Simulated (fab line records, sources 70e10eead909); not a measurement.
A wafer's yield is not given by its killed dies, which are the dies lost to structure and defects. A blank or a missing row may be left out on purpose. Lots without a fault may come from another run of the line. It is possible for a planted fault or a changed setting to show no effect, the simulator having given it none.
The tool behind it: which one? -- flow nand harc -- 14 lots with 42 wafers sampled at 4 steps, on a route of 1159 steps

== WHAT THE GAUGES READ, wafer by wafer ==
The record lacks any reading of a measuring or inspecting step that a usual standard deviation could be used to judge.

== WHAT TOOL EACH LOT RAN ON (gives the tool, then ch and the chambers of the sampled wafers, and finally the start) ==
lot,NHARC_A_BLC_STRIP_29,NHARC_A_M0_DEGAS_28,NHARC_A_M0_ANNEAL_30,NHARC_A_M1_DEP_00
L190,"rie diel-08 ch 0,2,3, day 18 03:25","pvd sputter-01, day 18 07:30","rtp anneal-02 ch 0, day 18 08:16","pecvd-02 ch 1,2, day 18 09:36"
L192,"rie diel-08 ch 0,1,3, day 18 11:39","pvd sputter-02, day 18 16:01","rtp anneal-01 ch 0, day 18 16:47","pecvd-04 ch 0,2, day 18 18:07"
L193,"rie diel-08 ch 0,2, day 18 20:37","pvd sputter-02, day 19 01:28","rtp anneal-01 ch 0, day 19 02:32","pecvd-02 ch 0,1,2, day 19 03:56"
L194,"rie diel-11 ch 1,3, day 19 02:26","pvd sputter-03, day 19 08:29","rtp anneal-01 ch 0, day 19 09:13","pecvd-02 ch 0,1, day 19 11:09"
L195,"rie diel-08 ch 0,2, day 19 08:26","pvd sputter-01, day 19 13:54","rtp anneal-01 ch 0, day 19 14:43","pecvd-01 ch 0,1,2, day 19 16:10"
L197,"rie diel-08 ch 0,1,3, day 20 06:26","pvd sputter-02, day 20 18:19","rtp anneal-02 ch 0, day 20 19:10","pecvd-02 ch 0,2, day 20 20:31"
L201,"rie diel-11 ch 0,1,3, day 20 18:50","pvd sputter-02, day 20 23:04","rtp anneal-01 ch 0, day 20 23:49","pecvd-02 ch 0,1,2, day 21 01:10"
L200,"rie diel-11 ch 1,3, day 20 19:43","pvd sputter-02, day 20 23:46","rtp anneal-01 ch 0, day 21 00:32","pecvd-04 ch 0,2, day 21 01:58"
L202,"rie diel-04 ch 0,1,2, day 21 11:12","pvd sputter-03, day 21 21:38","rtp anneal-01 ch 0, day 21 22:40","pecvd-01 ch 0,1,2, day 22 00:13"
L203,"rie diel-04 ch 0,1, day 21 12:05","pvd sputter-03, day 21 21:59","rtp anneal-01 ch 0, day 21 23:01","pecvd-02 ch 1,2, day 22 00:18"
L205,"rie diel-11 ch 0,1,2, day 22 00:25","pvd sputter-03, day 22 10:37","rtp anneal-02 ch 0, day 22 11:21","pecvd-04 ch 0,1, day 22 13:26"
L206,"rie diel-11 ch 1,2,3, day 22 10:06","pvd sputter-03, day 22 14:30","rtp anneal-02 ch 0, day 22 15:15","pecvd-04 ch 0,1, day 22 17:00"
L209,"rie diel-11 ch 0,3, day 22 20:30","pvd sputter-01, day 23 00:42","rtp anneal-02 ch 0, day 23 01:29","pecvd-01 ch 1,2, day 23 02:52"
L210,"rie diel-11 ch 1,3, day 23 07:44","pvd sputter-03, day 23 11:44","rtp anneal-01 ch 0, day 23 12:29","pecvd-04 ch 0,2, day 23 13:52"
- NHARC_A_BLC_STRIP_29: strips in CF4.
- NHARC_A_M0_DEGAS_28: time 60 s.
- NHARC_A_M0_ANNEAL_30: time 90 s.
- NHARC_A_M1_DEP_00: deposits SiOC, target thk 182.5 nm.

== WHAT THE TOOLS THEMSELVES READ (means of the sampled wafers that have a number; where no wafer has one, the mark that the record gives instead) ==
NHARC_A_BLC_STRIP_29. Usual: drypump motor current A 5.7 A, standard deviation 0.31; oes product au 1.000 a.u., standard deviation 0.0087; rf vpp V 59.4 V, standard deviation 0.81; showerhead plenum p Torr 1.74 Torr, standard deviation 0.066; throttle valve pct 13.284 %, standard deviation 0.0082.
lot,tool,drypump motor current A (A),oes product au (a.u.),rf vpp V (V),showerhead plenum p Torr (Torr),throttle valve pct (%),flag
L190,rie diel-08,5.7,0.990,59.5,1.76,13.280,
L192,rie diel-08,5.9,0.994,59.7,1.78,13.275,
L193,rie diel-08,5.5,1.009,59.8,1.77,13.276,
L194,rie diel-11,6.0,1.008,58.0,1.71,13.291,
L195,rie diel-08,5.5,0.999,59.3,1.77,13.283,
L197,rie diel-08,5.9,0.997,59.6,1.78,13.276,
L201,rie diel-11,5.8,0.997,59.3,1.69,13.282,
L200,rie diel-11,5.8,1.010,58.4,1.70,13.289,
L202,rie diel-04,5.5,0.998,59.4,1.72,13.288,
L203,rie diel-04,5.5,1.000,59.8,1.70,13.280,
L205,rie diel-11,5.7,1.003,59.6,1.72,13.273,
L206,rie diel-11,5.8,1.008,59.2,1.72,13.280,
L209,rie diel-11,5.6,1.008,58.2,1.68,13.282,
L210,rie diel-11,5.8,1.016,59.2,1.70,13.288,

NHARC_A_M0_DEGAS_28. Usual: heater power w 329 W, standard deviation 24; susceptor temp C 250.01 C, standard deviation 0.17.
lot,tool,heater power w (W),susceptor temp C (C),flag
L190,pvd sputter-01,324,250.02,
L192,pvd sputter-02,322,250.08,
L193,pvd sputter-02,312,250.12,
L194,pvd sputter-03,328,250.05,
L195,pvd sputter-01,351,250.01,
L197,pvd sputter-02,319,249.99,
L201,pvd sputter-02,314,249.93,
L200,pvd sputter-02,322,250.11,
L202,pvd sputter-03,324,249.98,
L203,pvd sputter-03,341,249.97,
L205,pvd sputter-03,333,250.08,
L206,pvd sputter-03,337,249.97,
L209,pvd sputter-01,333,249.81,
L210,pvd sputter-03,342,250.12,

NHARC_A_M0_ANNEAL_30. Usual: wafer_temp_C_max reads 225.92 (standard deviation 0.25).
lot,tool,wafer_temp_C_max,flag
L190,rtp anneal-02,225.71,
L192,rtp anneal-01,225.98,
L193,rtp anneal-01,226.07,
L194,rtp anneal-01,225.75,
L195,rtp anneal-01,225.83,
L197,rtp anneal-02,225.78,
L201,rtp anneal-01,226.08,
L200,rtp anneal-01,226.22,
L202,rtp anneal-01,226.07,
L203,rtp anneal-01,226.08,
L205,rtp anneal-02,225.92,
L206,rtp anneal-02,225.61,
L209,rtp anneal-02,225.75,
L210,rtp anneal-01,225.93,

NHARC_A_M1_DEP_00. Usual: chamber pressure Torr 5.000 Torr, standard deviation 0.011; rf fwd power W 599.1 W, standard deviation 1.9.
lot,tool,chamber pressure Torr (Torr),rf fwd power W (W),flag
L190,pecvd-02,4.992,598.7,
L192,pecvd-04,5.008,599.2,
L193,pecvd-02,5.001,598.2,
L194,pecvd-02,-,-,OFF
L195,pecvd-01,-,-,OFF
L197,pecvd-02,4.990,598.6,
L201,pecvd-02,5.002,598.2,
L200,pecvd-04,4.997,599.1,
L202,pecvd-01,4.998,598.8,
L203,pecvd-02,4.999,598.2,
L205,pecvd-04,5.003,597.3,
L206,pecvd-04,5.002,599.9,
L209,pecvd-01,4.989,600.4,
L210,pecvd-04,4.997,600.3,

== THE ANSWER, worked out from the rows above alone ==
Rule: lot off if the mean of its wafers having a number is beyond 3 standard deviations from the usual mean. A lot without any number at a reading at which 4 lots or more have one is off too. Where the step has rows for the other lots, those lots are counted as sound. After the gauges, taken in route order, come the tools' own readings; for these a lot's mean is taken, as printed above. At the first step where some lot is off, the reading lying furthest off is the one used; lots without a number count as furthest.
Off: L194, L195, at NHARC_A_M1_DEP_00 (chamber pressure Torr). Without a number there: L194, L195.
A tool fits if, at that step or a process step before it, it ran every lot that is off, and no sound lot after the first of them. No candidate that was tried fits.

== WHAT THE SIMULATOR PUT IN ==
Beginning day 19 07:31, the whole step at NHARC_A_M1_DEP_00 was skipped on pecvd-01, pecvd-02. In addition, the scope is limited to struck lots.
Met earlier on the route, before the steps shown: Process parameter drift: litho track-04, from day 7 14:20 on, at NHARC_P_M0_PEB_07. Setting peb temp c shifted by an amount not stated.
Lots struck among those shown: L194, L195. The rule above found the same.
